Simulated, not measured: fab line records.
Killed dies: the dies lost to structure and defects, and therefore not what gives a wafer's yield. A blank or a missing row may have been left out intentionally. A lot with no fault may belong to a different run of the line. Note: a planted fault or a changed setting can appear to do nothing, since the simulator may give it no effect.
fab line records	flow n5-finfet
record: lots: 9	wafers: 27	last-day: 17
route steps=1938 shown FIN_CUT@173 STI_FIN_REVEAL@187 BEOL_M4@1111 PASSIVATION@1936
lots untouched by any fault: they come from a run of this same line in which no faults occurred
start-h: hours from the record's first day to the start of the lot's first wafer shown	wait-h: how many hours have passed since the lot's step before this one	" as in the row above	L1.1+2: a single row standing in for several wafers	- no value present, or no start provided	* or withheld: withheld	< > ~ a bound
route shown NAME@n: a module of which the file shows steps, and the number in the route of the first	usual: mean/standard deviation of fault-free wafers	same: alike in all rows	chamber/n: place in a boat	sites: the reading at each site	_std_site: how widely they spread, as a standard deviation	_edge_site: mean of outer sites minus mean of inner sites	radius-mm: how far each site lies from the wafer's centre	mask NAME#n: copy n	behind: the most recent tool/chamber to have shaped the wafer	hold: the reason the lot was held/the length of the hold in hours/how it ended	device: the transistor (n, p or np) that didn't switch	end of line: tests run on the same wafers once the route is complete	a step without rows: its recipe alone	killed: dies lost to structure and defects at the first sort, not the wafer's yield	map: shows each die of a wafer: x if killed, . if not, _ if none is there
set.NAME: the setting the step ran with; set.NAME@STEP: the setting that earlier step ran with	model.NAME: the simulator's own value behind a step, which no gauge read
steps of the route over a sample of lots; a table a step, a row a wafer
services: when a tool's chamber went out of use (start-h, in hours from the record's first day, below 0 if earlier), for how many hours, and the reason
== steps ==
step: N5_FIN_CUT_CUT_ETCH_26
recipe: chemistry: CH3F/O2	target: SiNx	target-depth-a: 390	mask-material: SOC	time-s: 55.7	pressure-mtorr: 30	source-w: 395	bias-w: 73	Ar_flow_sccm: 150	CH3F_flow_sccm: 30	O2_flow_sccm: 20	ion-energy-ev: 120
usual: bias-w: 73.03/0.2	drypump-motor-current-A: 5.6/0.47	oes-product-au: 0.74/0.046	rf-vpp-V: 297/4.2	showerhead-plenum-p-Torr: 2.00/0.06	throttle-valve-pct: 16.46/0.27
lot.wafer	tool	chamber	start-h	wait-h	bias-w	drypump-motor-current-A	oes-product-au	rf-hours-counter-h	rf-vpp-V	showerhead-plenum-p-Torr	throttle-valve-pct
L118.3	rie-diel-04	1	27.79	0.0	72.96	6.1	0.71	213	302	2.00	16.59
L118.5	"	0	"	"	72.87	4.7	0.73	-	300	1.93	16.47
L118.6	"	1	"	"	72.82	6.1	0.71	-	302	2.00	16.59
L120.3	rie-diel-04	1	39.59	0.0	72.65	6.1	0.71	216	302	1.99	16.60
L120.4	"	2	"	"	72.86	5.7	0.76	131	297	2.08	15.97
L120.6	"	1	"	"	73.11	6.1	0.72	-	302	2.00	16.59
L135.1	rie-diel-04	0	129.63	0.0	72.96	4.7	0.71	182	299	1.92	16.55
L135.2	"	1	"	"	73.27	6.1	0.69	247	301	1.98	16.65
L135.6	"	0	"	"	72.76	4.7	0.71	-	302	1.92	16.54
L136.1	rie-diel-04	0	137.16	0.0	72.94	4.7	0.71	185	300	1.92	16.58
L136.3	"	2	"	"	72.85	5.7	0.72	165	294	2.07	16.06
L136.4	"	0	"	"	73.30	4.7	0.70	-	300	1.92	16.58
L137.2	rie-diel-01	2	142.69	0.0	73.19	6.3	0.74	153	290	2.00	16.44
L137.4	"	0	"	"	73.01	5.3	0.69	237	289	2.04	16.71
L137.5	"	3	"	"	73.07	5.8	0.72	-	297	1.91	16.31
L138.1	rie-diel-04	0	148.69	0.0	72.84	4.7	0.71	190	299	1.91	16.57
L138.2	"	2	"	"	72.97	5.8	0.73	170	294	2.07	16.05
L138.3	"	1	"	"	73.09	6.1	0.68	254	303	1.98	16.67
L139.2	rie-diel-01	3	153.45	0.0	73.06	5.8	0.72	168	297	1.91	16.31
L139.3	"	0	"	"	72.75	5.3	0.69	240	289	2.04	16.71
L139.5	"	0	"	"	72.54	5.2	0.69	-	288	2.04	16.71
L140.2	rie-diel-04	0	160.88	0.0	73.09	4.7	0.70	195	301	1.91	16.58
L140.4	"	0	"	"	72.67	4.8	0.70	-	300	1.91	16.58
L140.5	"	3	"	"	73.13	5.9	0.71	-	300	1.98	16.83
L141.1	rie-diel-04	0	165.70	0.0	72.76	4.7	0.71	197	299	1.91	16.60
L141.3	"	2	"	"	73.05	5.7	0.72	177	296	2.07	16.07
L141.5	"	3	"	"	73.18	5.9	0.72	-	300	1.98	16.82
step: N5_STI_FIN_REVEAL_CMP_04
recipe: stop-on: Si3N4	t-overpolish-s: 4	down-force-psi: 2	platen-rpm: 54.18	post-cmp-clean: alkaline-brush	pad-velocity-m-s: 1.078	target-thk-nm: 131.83
usual: motor-current-A: 8.2/0.79	overpolish-run-s: 4.000/0.0093	time-to-endpoint-s: 103/4.7
same: t-overpolish-s: 4
lot.wafer	tool	chamber	start-h	wait-h	motor-current-A	overpolish-run-s	time-to-endpoint-s
L118.3	cmp-03	1	33.39	0.0	9.6	3.999	100
L118.5	"	1	"	"	9.5	3.998	100
L118.6	"	2	"	"	6.7	3.980	101
L120.3	cmp-02	3	51.21	0.1	7.5	4.002	105
L120.4	"	0	"	"	8.1	4.014	104
L120.6	"	1	"	"	9.0	4.008	112
L135.2	cmp-02	0	136.25	0.1	8.5	3.998	97
L135.1	"	2	"	"	8.3	3.992	104
L135.6	"	0	"	"	8.2	3.985	99
L136.3	cmp-02	1	142.82	0.1	8.5	3.991	98
L136.1	"	2	"	"	7.5	4.006	100
L136.4	"	3	"	"	7.6	4.009	97
L137.2	cmp-03	0	150.65	0.1	8.9	4.000	106
L137.4	"	1	"	"	9.6	4.003	102
L137.5	"	3	"	"	8.4	3.996	109
L138.1	cmp-04	0	154.44	0.0	9.3	4.011	107
L138.3	"	2	"	"	7.8	3.976	110
L138.2	"	3	"	"	9.1	3.997	104
L139.2	cmp-03	0	159.46	0.1	9.1	4.008	104
L139.3	"	2	"	"	6.8	4.000	99
L139.5	"	0	"	"	8.5	3.990	104
L140.2	cmp-03	1	166.83	0.0	9.2	3.988	100
L140.4	"	3	"	"	8.2	3.991	101
L140.5	"	1	"	"	9.7	3.979	95
L141.1	cmp-04	3	171.30	0.0	9.2	3.990	97
L141.3	"	2	"	"	8.1	4.000	102
L141.5	"	3	"	"	9.3	4.015	97
step: N5_STI_FIN_REVEAL_ETCH_34
recipe: chemistry: H2	mode: isotropic	material: Si	target: Si	target-depth-a: 9.7	temp-c: 20	pressure-mtorr: 4.5	icp-w: 300	bias-w: 0	h2-flow-sccm: 7.5	he-flow-sccm: 142.5
usual: drypump-motor-current-A: 5.8/0.51	oes-product-au: 0.992/0.019	throttle-valve-pct: 25.9/0.54
same: bias-w: 0
lot.wafer	tool	chamber	start-h	wait-h	drypump-motor-current-A	oes-product-au	rf-hours-counter-h	throttle-valve-pct
L118.3	rie-si-04	1	36.57	0.1	5.9	0.999	58	26.1
L118.5	"	2	"	"	5.1	1.021	-	25.1
L118.6	"	1	"	"	5.9	0.983	-	26.1
L120.3	rie-si-04	2	54.01	0.1	5.0	1.023	187	25.1
L120.4	"	1	"	"	5.9	0.992	58	26.1
L120.6	"	2	"	"	5.0	1.024	-	25.1
L135.1	rie-si-01	0	139.09	0.2	5.1	0.949	97	25.8
L135.2	"	2	"	"	5.4	0.977	103	25.9
L135.6	"	1	"	"	6.3	0.978	-	26.3
L136.1	rie-si-04	1	145.65	0.2	5.9	0.989	60	26.1
L136.3	"	3	"	"	5.3	1.004	105	25.5
L136.4	"	1	"	"	5.9	0.989	-	26.1
L137.2	rie-si-04	0	153.67	0.1	6.7	1.006	9	25.2
L137.4	"	2	"	"	5.1	1.018	189	25.1
L137.5	"	3	"	"	5.2	1.006	-	25.5
L138.1	rie-si-01	2	157.38	0.2	5.4	0.993	103	25.9
L138.2	"	1	"	"	6.3	0.984	59	26.3
L138.3	"	3	"	"	6.0	0.988	40	27.0
L139.2	rie-si-04	0	162.30	0.1	6.6	1.023	10	25.2
L139.3	"	2	"	"	5.1	1.018	189	25.1
L139.5	"	0	"	"	6.7	1.015	-	25.2
L140.2	rie-si-02	2	170.24	0.1	6.1	1.020	3	25.7
L140.4	"	0	"	"	5.1	1.017	28	26.2
L140.5	"	2	"	"	6.1	1.020	-	25.7
L141.1	rie-si-04	2	174.31	0.2	5.1	1.017	189	25.1
L141.3	"	3	"	"	5.2	1.000	105	25.5
L141.5	"	1	"	"	5.9	0.993	-	26.1
step: N5_STI_FIN_REVEAL_OXIDATION_33
recipe: chemistry: O2_PLASMA_REMOTE	temp-c: 150	time-s: 20	pressure-mtorr: 1000	source-power-w: 2000	o2-flow-sccm: 3000
usual: chamber-pressure-mTorr: 999.9/1.5	drypump-motor-current-A: 5.3/0.32	heater-power-w: 129/4.2
lot.wafer	tool	chamber	start-h	wait-h	chamber-pressure-mTorr	drypump-motor-current-A	heater-power-w	rf-hours-counter-h
L118.3	plasma-asher-01	0	37.00	0.0	1000.2	4.9	128	-
L118.5	"	1	"	"	1000.3	5.3	130	-
L118.6	"	0	"	"	1000.7	4.9	125	-
L120.3	plasma-asher-01	1	54.44	0.0	986.2	5.2	130	-
L120.4	"	0	"	"	1000.3	4.9	127	-
L120.6	"	1	"	"	998.9	5.3	130	-
L135.1	plasma-asher-01	0	139.51	0.0	-	-	-	-
L135.2	"	1	"	"	-	-	-	-
L135.6	"	0	"	"	-	-	-	-
L136.1	plasma-asher-01	1	146.07	0.0	-	-	-	-
L136.3	"	0	"	"	-	-	-	-
L136.4	"	1	"	"	-	-	-	-
L137.2	plasma-asher-01	0	154.09	0.0	-	-	-	-
L137.4	"	1	"	"	-	-	-	-
L137.5	"	0	"	"	-	-	-	-
L138.1	plasma-asher-01	0	157.80	0.0	1001.1	4.9	133	56
L138.2	"	1	"	"	1000.6	5.3	131	56
L138.3	"	1	"	"	999.4	5.3	131	-
L139.2	plasma-asher-02	0	162.71	0.0	998.7	5.8	139	96
L139.3	"	0	"	"	998.7	5.8	139	-
L139.5	"	0	"	"	998.9	5.8	134	-
L140.2	plasma-asher-01	0	170.66	0.0	999.7	5.0	125	59
L140.4	"	1	"	"	999.8	5.2	130	-
L140.5	"	1	"	"	998.7	5.3	131	-
L141.1	plasma-asher-01	1	174.72	0.0	1000.4	5.3	132	59
L141.3	"	1	"	"	1000.6	5.3	131	-
L141.5	"	0	"	"	1001.4	4.9	124	-
step: N5_STI_FIN_REVEAL_CD_MEAS_22
recipe: target-cd-nm: 6.238	pitch-nm: 28	polarity: line
usual: cd-nm: 6.16/0.25
lot.wafer	tool	chamber	start-h	wait-h	cd-nm
L118.3	cd-sem-01	-	37.15	0.0	5.80
L118.5	"	-	"	"	6.77
L118.6	"	-	"	"	6.18
L120.3	cd-sem-02	-	54.59	0.0	6.03
L120.4	"	-	"	"	6.23
L120.6	"	-	"	"	5.39
L135.1	cd-sem-03	-	139.67	0.0	7.10
L135.2	"	-	"	"	7.28
L135.6	"	-	"	"	7.46
L136.1	cd-sem-01	-	146.23	0.0	7.32
L136.3	"	-	"	"	7.05
L136.4	"	-	"	"	6.96
L137.2	cd-sem-02	-	154.25	0.0	7.16
L137.4	"	-	"	"	6.93
L137.5	"	-	"	"	6.74
L138.1	cd-sem-01	-	157.96	0.0	5.88
L138.2	"	-	"	"	5.73
L138.3	"	-	"	"	6.14
L139.2	cd-sem-03	-	162.88	0.0	6.14
L139.3	"	-	"	"	6.29
L139.5	"	-	"	"	5.99
L140.2	cd-sem-01	-	170.83	0.0	6.28
L140.4	"	-	"	"	6.65
L140.5	"	-	"	"	6.29
L141.1	cd-sem-03	-	174.90	0.0	6.16
L141.3	"	-	"	"	6.02
L141.5	"	-	"	"	6.25
step: N5_BEOL_M4_RC_MEAS_101
usual: DIBL_N: 35.9/1.6	DIBL_P: 35.6/2.1	IOFF_N: 0.149/0.029	IOFF_N_85C: 2.9/0.47	IOFF_N_LIN: 0.070/0.012	IOFF_N_LONG: 5.5e-05/2.8e-06	IOFF_P: 0.20/0.033	IOFF_P_85C: 3.5/0.49	IOFF_P_LIN: 0.095/0.013	ION_N: 671/11	ION_P: 460/7.3	REXT_N: 74.9/1.9	REXT_P: 100.9/2.6	SS_N: 71.4/0.62	SS_P: 73.2/0.65	VT_N: 251/3.1	VT_N_LONG: 275.3/2.3	VT_N_LVT: 100/3.7	VT_P: -251/3.4
lot.wafer	tool	chamber	start-h	wait-h	DIBL_N[mV/V]	DIBL_P[mV/V]	IOFF_N[nA/um]	IOFF_N_85C[nA/um]	IOFF_N_LIN[nA/um]	IOFF_N_LONG[nA/um]	IOFF_P[nA/um]	IOFF_P_85C[nA/um]	IOFF_P_LIN[nA/um]	ION_N[uA/um]	ION_P[uA/um]	REXT_N[ohm.um]	REXT_P[ohm.um]	SS_N[mV/dec]	SS_P[mV/dec]	VT_N[mV]	VT_N_LONG[mV]	VT_N_LVT[mV]	VT_P[mV]
L118.3	prober-02	0	165.61	0.3	35.4	33.8	0.133	2.7	0.059	5.39e-05	0.15	2.8	0.075	662	445	74.8	99.7	70.8	72.5	251	277.7	100	-258
L118.5	"	0	"	"	34.5	34.4	0.124	2.5	0.059	5.17e-05	0.15	2.9	0.076	656	451	75.0	99.8	70.5	72.7	254	278.2	100	-256
L118.6	"	0	"	"	34.0	34.4	0.116	2.4	0.057	5.16e-05	0.16	2.9	0.078	655	453	75.4	98.3	69.8	72.6	254	279.5	101	-257
L120.3	prober-01	0	180.00	0.3	34.8	36.8	0.153	3.0	0.069	5.15e-05	0.19	3.3	0.090	687	462	74.9	106.2	71.7	73.5	252	278.6	100	-255
L120.4	"	0	"	"	35.9	38.6	0.169	3.2	0.074	5.06e-05	0.20	3.5	0.094	676	455	75.7	107.4	72.1	73.4	252	275.8	99	-253
L120.6	"	0	"	"	33.8	35.6	0.124	2.5	0.058	5.04e-05	0.17	3.0	0.082	654	454	75.5	106.7	71.4	72.9	260	280.2	106	-256
L135.1	prober-02	0	273.80	0.0	43.9	47.1	0.412	7.0	0.192	6.76e-05	0.47	7.1	0.210	717	484	71.9	94.2	74.1	76.1	234	267.9	87	-241
L135.2	"	0	"	"	42.8	44.4	0.356	6.2	0.161	6.89e-05	0.37	5.8	0.176	707	475	70.5	95.5	73.2	75.4	237	264.7	91	-247
L135.6	"	0	"	"	43.3	44.5	0.380	6.5	0.171	6.87e-05	0.39	6.0	0.182	712	484	70.2	95.5	73.9	75.6	238	269.9	89	-244
L136.1	prober-02	0	277.04	0.0	41.9	43.7	0.298	5.3	0.149	6.98e-05	0.33	5.4	0.166	712	479	72.5	94.4	72.6	75.7	238	265.0	87	-248
L136.3	"	0	"	"	42.8	44.8	0.331	5.8	0.161	6.86e-05	0.37	5.9	0.178	719	483	71.9	94.9	72.7	75.9	239	264.5	86	-243
L136.4	"	0	"	"	41.8	43.7	0.322	5.7	0.159	7.12e-05	0.34	5.5	0.168	733	490	71.5	95.1	72.1	75.6	236	267.4	85	-246
L137.2	prober-02	0	281.01	0.2	41.9	43.7	0.335	5.7	0.158	7.56e-05	0.41	6.2	0.199	715	485	66.7	92.1	72.6	75.3	236	264.4	88	-240
L137.4	"	0	"	"	40.8	41.9	0.311	5.4	0.149	7.62e-05	0.37	5.7	0.188	703	480	66.6	91.9	72.8	74.5	238	267.5	89	-242
L137.5	"	0	"	"	41.9	43.5	0.346	5.8	0.160	7.67e-05	0.40	6.2	0.198	707	480	66.8	92.5	73.2	75.1	237	263.9	88	-240
L138.1	prober-01	0	283.36	0.0	35.7	34.9	0.132	2.6	0.063	5.51e-05	0.20	3.6	0.100	672	465	73.6	97.3	72.0	73.4	254	274.6	103	-250
L138.2	"	0	"	"	33.7	32.6	0.110	2.2	0.053	5.44e-05	0.17	3.1	0.089	651	454	74.6	97.3	70.9	72.2	254	276.2	104	-249
L138.3	"	0	"	"	36.3	35.9	0.150	2.9	0.066	5.56e-05	0.21	3.7	0.101	664	453	73.7	97.7	71.7	73.2	252	276.9	102	-248
L139.2	prober-02	0	288.99	0.2	36.6	35.6	0.183	3.4	0.085	5.75e-05	0.23	4.0	0.107	677	466	74.5	103.6	72.1	73.3	245	271.5	96	-249
L139.3	"	0	"	"	35.3	35.2	0.175	3.3	0.083	5.77e-05	0.23	4.0	0.108	686	469	75.5	102.9	71.3	73.8	245	272.3	95	-248
L139.5	"	0	"	"	35.5	34.1	0.161	3.1	0.074	5.82e-05	0.20	3.6	0.097	670	457	75.3	104.5	72.1	73.5	248	274.1	99	-251
L140.2	prober-02	0	300.61	0.2	36.8	35.2	0.157	3.1	0.073	6.13e-05	0.21	3.5	0.098	681	468	74.7	98.7	70.7	73.0	253	271.3	97	-250
L140.4	"	0	"	"	38.7	38.1	0.199	3.8	0.090	5.98e-05	0.26	4.4	0.119	683	467	76.6	100.2	71.9	73.8	245	271.4	93	-244
L140.5	"	0	"	"	39.1	38.4	0.213	4.0	0.095	6.08e-05	0.27	4.4	0.118	697	475	76.2	99.7	72.5	74.2	244	272.7	91	-248
L141.1	prober-02	0	303.75	0.0	34.6	34.7	0.133	2.7	0.065	5.68e-05	0.19	3.4	0.091	665	458	76.5	103.0	71.8	72.8	251	273.8	99	-251
L141.3	"	0	"	"	34.9	33.6	0.135	2.7	0.064	5.79e-05	0.16	3.0	0.082	679	461	76.1	105.2	71.3	72.4	252	273.2	100	-253
L141.5	"	0	"	"	35.7	34.8	0.154	3.0	0.071	5.8e-05	0.19	3.4	0.091	681	459	75.8	104.1	71.5	73.6	250	274.5	96	-249
step: N5_PASSIVATION_PROBE_49
usual: defect-limited-yield: 90.9/1.5	killed_at_M0_to_M3: 36/9.9	killed_at_M4_up: 13/4.5	killed-at-contacts: 13/6.4	killed-at-front-end: 42/12	killed-at-other: 3.4/3	killed-dies: 107/18	killed-open: 69/13	killed-short: 35/8.2	sort_bin_4_leakage: 0/0	sort_bin_5_function: 5.3/1.1	sort_bin_6_memory: 3.4/0.69	sort-n-pass: 1073/18	sort-yield-pct: 90.9/1.5
same: gross-dies: 1180	killed-at-back-side: 0	sort_bin_8_speed[%]: 0
lot.wafer	tool	chamber	start-h	wait-h	defect-limited-yield[%]	killed_at_M0_to_M3	killed_at_M4_up	killed-at-contacts	killed-at-front-end	killed-at-other	killed-dies	killed-open	killed-short	sort_bin_4_leakage[%]	sort_bin_5_function[%]	sort_bin_6_memory[%]	sort-n-pass	sort-yield-pct[%]
L120.3	prober-01	-	275.61	0.1	89.8	50	13	6	46	5	120	67	52	0	6.4	3.4	1060	89.8
L120.4	prober-01	-	275.66	0.2	90.4	34	12	15	41	11	113	63	50	0	5.9	3.3	1067	90.4
L120.6	prober-01	-	275.76	0.3	89.2	46	13	12	53	3	127	66	53	0	4.6	5.1	1053	89.2
L136.1	prober-01	-	376.51	1.1	92.1	45	13	9	25	1	93	70	23	0.51	4.5	3.2	1081	91.6
L136.3	prober-01	-	376.61	1.2	89.2	48	8	17	53	2	128	67	58	4.15	6.3	4.1	1003	85.0
L136.4	prober-01	-	376.66	1.2	90.8	36	12	6	53	2	109	67	37	2.12	6.1	3.1	1046	88.6
L137.2	prober-01	-	376.86	0.8	91.1	31	10	15	46	3	105	73	28	1.86	4.8	3.8	1053	89.2
L137.4	prober-01	-	376.96	0.9	90.8	31	14	6	53	4	108	66	41	0.76	4.9	3.6	1063	90.1
L137.5	prober-01	-	377.01	1.0	87.7	40	14	18	72	1	145	102	41	1.78	7.8	4.0	1014	85.9
L135.1	prober-01	-	382.15	0.0	92.2	15	11	18	46	2	92	62	30	33.56	4.3	3.3	692	58.6
L135.2	prober-01	-	382.20	0.1	92.5	27	14	12	34	2	89	57	28	10.42	4.2	3.0	968	82.0
L135.6	prober-01	-	382.40	0.3	92.5	24	10	19	31	5	89	57	28	15.59	4.3	2.9	907	76.9
L139.2	prober-01	-	391.68	0.1	91.4	34	16	12	38	1	101	62	33	0	5.3	3.1	1079	91.4
L139.3	prober-01	-	391.73	0.1	90.6	38	20	9	39	5	111	73	35	0	5.6	3.6	1069	90.6
L139.5	prober-01	-	391.83	0.2	90.4	40	13	16	41	3	113	71	35	0	4.6	4.3	1067	90.4
killed by level:class
L120.3 BEOL_M0_SAQP:geometric-particle:short=17 FIN_SAQP:geometric-particle:short=12 BEOL_M0_SAQP:geometric-particle:open=12 BEOL_M2:geometric-particle:open=9 FIN_SAQP:geometric-particle:open=8 DUMMY_GATE:geometric-particle:open=5 MOL_CONTACT_COAG:geometric-particle:open=5 ILD0:geometric-particle:short=4
L120.4 MOL_CONTACT_COAG:geometric-particle:open=12 BEOL_M0_SAQP:geometric-particle:open=9 BEOL_M0_SAQP:geometric-particle:short=8 FIN_SAQP:geometric-particle:short=7 FIN_SAQP:geometric-particle:open=6 BEOL_M4:geometric-particle:open=6 STI_FIN_REVEAL:geometric-particle:open=5 GATE_CUT:geometric-particle:short=5
L120.6 BEOL_M0_SAQP:geometric-particle:open=14 BEOL_M0_SAQP:geometric-particle:short=12 FIN_SAQP:geometric-particle:short=10 MOL_CONTACT_COAG:geometric-particle:open=10 FIN_SAQP:geometric-particle:open=9 HKMG_FIN:area-etch=8 GATE_CUT:geometric-particle:short=6 BEOL_M4:geometric-particle:short=5
L136.1 BEOL_M0_SAQP:geometric-particle:open=11 BEOL_M1:geometric-particle:open=9 MOL_CONTACT_COAG:geometric-particle:open=8 BEOL_M3:geometric-particle:open=7 BEOL_M4:geometric-particle:open=7 GATE_CUT:geometric-particle:open=6 BEOL_M2:geometric-particle:open=6 GATE_CUT:geometric-particle:short=5
L136.3 FIN_SAQP:geometric-particle:short=18 BEOL_M1:geometric-particle:open=14 MOL_CONTACT_COAG:geometric-particle:short=11 BEOL_M0_SAQP:geometric-particle:open=10 GATE_CUT:geometric-particle:short=7 MOL_CONTACT_COAG:geometric-particle:open=6 BEOL_M3:geometric-particle:open=6 FIN_SAQP:geometric-particle:open=5
L136.4 STI_FIN_REVEAL:geometric-particle:open=12 FIN_SAQP:geometric-particle:open=9 BEOL_M2:geometric-particle:open=9 BEOL_M1:geometric-particle:open=7 FIN_SAQP:geometric-particle:short=6 STI_FIN_REVEAL:geometric-particle:short=5 MOL_CONTACT_COAG:geometric-particle:open=5 ILD0:geometric-particle:short=4
L137.2 BEOL_M1:geometric-particle:open=15 FIN_SAQP:geometric-particle:open=14 MOL_CONTACT_COAG:geometric-particle:open=11 FIN_SAQP:geometric-particle:short=8 STI_FIN_REVEAL:geometric-particle:open=8 GATE_CUT:geometric-particle:short=6 BEOL_M2:geometric-particle:open=6 BEOL_M4:geometric-particle:open=6
L137.4 FIN_SAQP:geometric-particle:short=13 FIN_SAQP:geometric-particle:open=9 STI_FIN_REVEAL:geometric-particle:open=9 BEOL_M4:geometric-particle:open=9 BEOL_M1:geometric-particle:open=7 GATE_CUT:geometric-particle:short=6 MOL_CONTACT_COAG:geometric-particle:open=6 DUMMY_GATE:geometric-particle:open=5
L137.5 STI_FIN_REVEAL:geometric-particle:open=24 FIN_SAQP:geometric-particle:short=14 FIN_SAQP:geometric-particle:open=13 MOL_CONTACT_COAG:geometric-particle:open=13 BEOL_M3:geometric-particle:open=10 BEOL_M1:geometric-particle:open=9 GATE_CUT:geometric-particle:open=7 BEOL_M4:geometric-particle:open=6
L135.1 FIN_SAQP:geometric-particle:open=15 MOL_CONTACT_COAG:geometric-particle:open=13 FIN_SAQP:geometric-particle:short=10 BEOL_M4:geometric-particle:open=8 STI_FIN_REVEAL:geometric-particle:open=6 MOL_CONTACT_COAG:geometric-particle:short=5 GATE_CUT:geometric-particle:open=4 BEOL_M0_SAQP:geometric-particle:open=4
L135.2 MOL_CONTACT_COAG:geometric-particle:open=9 FIN_SAQP:geometric-particle:short=7 BEOL_M1:geometric-particle:open=7 FIN_SAQP:geometric-particle:open=6 STI_FIN_REVEAL:geometric-particle:open=6 BEOL_M0_SAQP:geometric-particle:short=6 BEOL_M0_SAQP:geometric-particle:open=5 BEOL_M3:geometric-particle:open=5
L135.6 MOL_CONTACT_COAG:geometric-particle:open=13 FIN_SAQP:geometric-particle:open=6 STI_FIN_REVEAL:geometric-particle:open=6 MOL_CONTACT_COAG:geometric-particle:short=6 BEOL_M4:geometric-particle:open=6 BEOL_M0_SAQP:geometric-particle:short=5 GATE_CUT:geometric-particle:open=4 BEOL_M1:geometric-particle:open=4
L139.2 FIN_SAQP:geometric-particle:open=15 FIN_SAQP:geometric-particle:short=11 MOL_CONTACT_COAG:geometric-particle:open=9 BEOL_M3:geometric-particle:open=8 BEOL_M2:geometric-particle:open=6 BEOL_M4:geometric-particle:open=6 BEOL_M0_SAQP:geometric-particle:open=5 STI_FIN_REVEAL:geometric-particle:open=4
L139.3 BEOL_M4:geometric-particle:open=14 FIN_SAQP:geometric-particle:short=10 FIN_SAQP:geometric-particle:open=9 BEOL_M0_SAQP:geometric-particle:open=9 MOL_CONTACT_COAG:geometric-particle:open=8 DUMMY_GATE:geometric-particle:open=7 BEOL_M0_SAQP:geometric-particle:short=7 BEOL_M2:geometric-particle:open=5
L139.5 MOL_CONTACT_COAG:geometric-particle:open=12 BEOL_M1:geometric-particle:open=9 FIN_SAQP:geometric-particle:short=8 BEOL_M4:geometric-particle:open=8 BEOL_M0_SAQP:geometric-particle:open=8 BEOL_M0_SAQP:geometric-particle:short=7 FIN_SAQP:geometric-particle:open=6 DUMMY_GATE:geometric-particle:open=6
== services ==
tool	chamber	start-h	hours	kind
rie-diel-01	3	13.29	13.9	repair
cmp-02	-	20.65	7.1	pm
cmp-02	-	28.14	0.3	repair
cmp-04	-	29.94	6.9	pm
cmp-04	-	37.19	0.6	repair
rie-si-01	0	38.30	12.5	repair
rie-si-04	-	43.21	0.7	repair
cmp-02	-	60.58	4.0	pm
rie-diel-01	2	71.21	11.1	repair
rie-si-01	2	72.24	3.2	repair
rie-diel-01	-	75.75	4.3	pm
cmp-02	-	79.23	1.9	repair
cmp-04	-	82.95	6.9	pm
rie-diel-01	3	89.35	5.1	repair
rie-si-04	-	90.30	0.1	repair
cmp-03	-	90.38	4.7	pm
cmp-04	-	93.07	14.5	repair
cmp-02	-	95.88	5.4	pm
rie-diel-04	1	100.49	1.5	repair
rie-diel-04	3	109.90	12.2	repair
rie-diel-04	3	126.58	27.6	repair
rie-diel-04	-	138.91	0.5	repair
rie-si-04	2	144.64	1.1	repair
cmp-02	-	148.75	66.2	repair
== key ==
first-sign: step: N5_STI_FIN_REVEAL_OXIDATION_33	reading: tool-record	direction: missing
effect: step: N5_STI_FIN_REVEAL_CD_MEAS_22	reading: cd-nm	direction: up	sigmas: 3.7	usual: 6.16	struck: 7.11
effect: step: N5_BEOL_M4_RC_MEAS_101	reading: IOFF_N_LIN	direction: up	sigmas: 8	usual: 0.070	struck: 0.162
effect: step: N5_BEOL_M4_RC_MEAS_101	reading: IOFF_P_LIN	direction: up	sigmas: 7.1	usual: 0.095	struck: 0.185
effect: step: N5_BEOL_M4_RC_MEAS_101	reading: IOFF_N	direction: up	sigmas: 6.6	usual: 0.149	struck: 0.343
effect: step: N5_BEOL_M4_RC_MEAS_101	reading: IOFF_N_85C	direction: up	sigmas: 6.5	usual: 2.9	struck: 5.9
effect: step: N5_BEOL_M4_RC_MEAS_101	reading: IOFF_N_LONG	direction: up	sigmas: 6	usual: 5.5e-05	struck: 7.15e-05
effect: step: N5_BEOL_M4_RC_MEAS_101	reading: IOFF_P	direction: up	sigmas: 5.5	usual: 0.20	struck: 0.38
effect: step: N5_BEOL_M4_RC_MEAS_101	reading: IOFF_P_85C	direction: up	sigmas: 5.1	usual: 3.5	struck: 6.0
effect: step: N5_BEOL_M4_RC_MEAS_101	reading: VT_N	direction: down	sigmas: 4.5	usual: 251	struck: 237
effect: step: N5_BEOL_M4_RC_MEAS_101	reading: DIBL_P	direction: up	sigmas: 4.1	usual: 35.6	struck: 44.2
effect: step: N5_BEOL_M4_RC_MEAS_101	reading: DIBL_N	direction: up	sigmas: 4.1	usual: 35.9	struck: 42.3
effect: step: N5_BEOL_M4_RC_MEAS_101	reading: VT_N_LONG	direction: down	sigmas: 4	usual: 275.3	struck: 266.1
effect: step: N5_BEOL_M4_RC_MEAS_101	reading: ION_N	direction: up	sigmas: 3.8	usual: 671	struck: 714
effect: step: N5_PASSIVATION_PROBE_49	reading: sort_bin_4_leakage	direction: up	sigmas: 93	usual: 0	struck: 7.86
met-at N5_STI_FIN_REVEAL_OXIDATION_33
struck-lots L135,L136,L137
not-acting-at N5_FIN_CUT_CUT_ETCH_26,N5_STI_FIN_REVEAL_CMP_04,N5_STI_FIN_REVEAL_ETCH_34
onset-between 54.44 139.51
fault: kind: skipped-step-whole	tool: plasma-asher-01	chamber: -	onset-h: 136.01	steps: N5_STI_FIN_REVEAL_OXIDATION_33	scope: struck-lots-only
